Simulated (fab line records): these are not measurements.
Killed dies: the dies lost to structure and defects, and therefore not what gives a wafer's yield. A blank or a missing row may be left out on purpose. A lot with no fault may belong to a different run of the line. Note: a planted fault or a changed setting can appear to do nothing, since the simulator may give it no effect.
A struck lot beside a sound one || flow n5_finfet || 18 out of 1938 route steps
Sound: the wafers L553.1, L553.2, L553.6. Wafers struck: L562.1, L562.2, L562.3. The cause comes at the end.
Order at every step that has rows: each side's tool, ch and its chambers, its first start. Under that, the readings that differ: sound wafers || struck wafers || difference of the means || sigmas: that difference in standard deviations of wafers without a fault.
alike: readings whose means differ by less than 2 such deviations, and words and numbers that are the same on both sides. not compared: withheld readings, readings that some wafer has no value for, bounds like >300 that may hide the same value, and numbers for which the record gives no deviation and whose values overlap.
The two part at a step that has a row with sigmas, a row that says differs or no value, or rows on one side only. Non-overlapping numbers with no deviation appear without sigmas and do not part them. A reading missing from all wafers of one side parts the sides only when that side holds two or more wafers.

N5_BEOL_M0_SAQP_PECVD_03: deposits SiCN from 3MS/NH3, target thk 12 nm, time 21.1 s.
  sound on pecvd-04 ch 1,2, day 6 09:49; struck on pecvd-01 ch 0,1,2, day 7 19:39
{"reading": "showerhead_plenum_p_Torr (Torr)", "sound": "3.673 3.694 3.690", "struck": "3.647 3.635 3.651", "difference": -0.041, "sigmas": -3}
  alike: throttle_valve_pct
N5_BEOL_M0_SAQP_PECVD_96: deposits a-Si from SiH4/He, target thk 45 nm, time 45.2 s.
  sound on pecvd-04 ch 1,2, day 6 09:50; struck on pecvd-01 ch 0,1,2, day 7 19:41
{"reading": "showerhead_plenum_p_Torr (Torr)", "sound": "5.68 5.74 5.74", "struck": "5.60 5.56 5.65", "difference": -0.12, "sigmas": -2}
  alike: heater_power_outer_w, heater_power_w, throttle_valve_pct
N5_BEOL_M0_SAQP_PECVD_97: deposits SiNx from SiH4/NH3/N2, target thk 23 nm, time 19.9 s.
  sound on pecvd-04 ch 1,2, day 6 09:53; struck on pecvd-01 ch 0,1,2, day 7 19:44
{"reading": "showerhead_plenum_p_Torr (Torr)", "sound": "5.16 5.25 5.25", "struck": "5.06 4.99 5.11", "difference": -0.17, "sigmas": -2}
  alike: heater_power_outer_w, heater_power_w, throttle_valve_pct
N5_BEOL_M0_SAQP_PECVD_04: deposits a-Si from SiH4/He, target thk 60 nm, time 60.2 s.
  sound on pecvd-04 ch 1,2, day 6 09:55; struck on pecvd-01 ch 0,1,2, day 7 19:46
{"reading": "showerhead_plenum_p_Torr (Torr)", "sound": "5.69 5.76 5.77", "struck": "5.61 5.57 5.63", "difference": -0.14, "sigmas": -2}
  alike: heater_power_outer_w, heater_power_w, throttle_valve_pct
N5_BEOL_M0_SAQP_THK_MEAS_05:
  sound: film_metro-01 at day 6 10:01; struck: film_metro-01 at day 7 19:52
  alike: thk_nm
N5_BEOL_M0_SAQP_HM_DEP_111: deposits SiO2 from SiH4/N2O, target thk 12 nm, time 7.2 s.
  sound on pecvd-03 ch 0,1,2, day 6 10:08; struck on pecvd-03 ch 0,1,2, day 7 19:54
  alike: heater_power_outer_w, heater_power_w, showerhead_plenum_p_Torr
then, 6 steps without rows for these wafers: N5_BEOL_M0_SAQP_COAT_81 (time 60 s, resist thk 100 nm); N5_BEOL_M0_SAQP_COAT_82 (time 60 s, resist thk 30 nm); N5_BEOL_M0_SAQP_COAT_08 (resist thk 90 nm); N5_BEOL_M0_SAQP_EBR_10; N5_BEOL_M0_SAQP_SOFTBAKE_09 (time 60 s); N5_BEOL_M0_SAQP_EXPOSE_11 (exposes mask M0 CORE, target cd 42 nm).
N5_BEOL_M0_SAQP_PEB_12: peb time 60 s.
  sound on litho_track-02 ch 0, day 6 10:26; struck on litho_track-01 ch 0, day 7 20:17
  alike: chill_plate_temp_C
then, 1 step without rows for these wafers: N5_BEOL_M0_SAQP_DEVELOP_13 (develop time 30 s).
N5_BEOL_M0_SAQP_CD_MEAS_14: the cd target is 42.5 nm.
  sound on cd_sem-03 ch 0, day 6 10:30; struck on cd_sem-02 ch 0, day 7 20:20
{"reading": "cd_nm (nm)", "sound": "42.1 42.1 42.2", "struck": "38.7 38.7 38.7", "difference": -3.4, "sigmas": -9}
N5_BEOL_M0_SAQP_OVL_MEAS_15:
  sound on overlay-01 ch 0, day 6 10:32; struck on overlay-01 ch 0, day 7 20:22
  alike: M0_CORE_OVL
-- record jumps: 3 days separate the struck wafers' starts on either side; left off in module BEOL_M0_SAQP, taken up again in module BEOL_M4, whose first shown step is the route's number 1111 --
N5_BEOL_M4_RC_MEAS_101:
  sound on prober-02 ch 0, day 8 22:43; struck on prober-01 ch 0, day 10 14:05
  alike: DIBL_N, DIBL_P, IOFF_N, IOFF_P, ION_N, ION_P, SS_N, SS_P, VT_N, VT_P
-- record jumps: 5 days separate the struck wafers' starts on either side; left off in module BEOL_M4, taken up again in module PASSIVATION, whose first shown step is the route's number 1936 --
N5_PASSIVATION_PROBE_49:
  the record has rows for the struck wafers here (prober-02, day 15 13:43) and none for the sound ones

== WHERE THEY PART ==
Earliest at N5_BEOL_M0_SAQP_PECVD_03; latest, in this record, at N5_PASSIVATION_PROBE_49.

WHY: what the simulator had put in
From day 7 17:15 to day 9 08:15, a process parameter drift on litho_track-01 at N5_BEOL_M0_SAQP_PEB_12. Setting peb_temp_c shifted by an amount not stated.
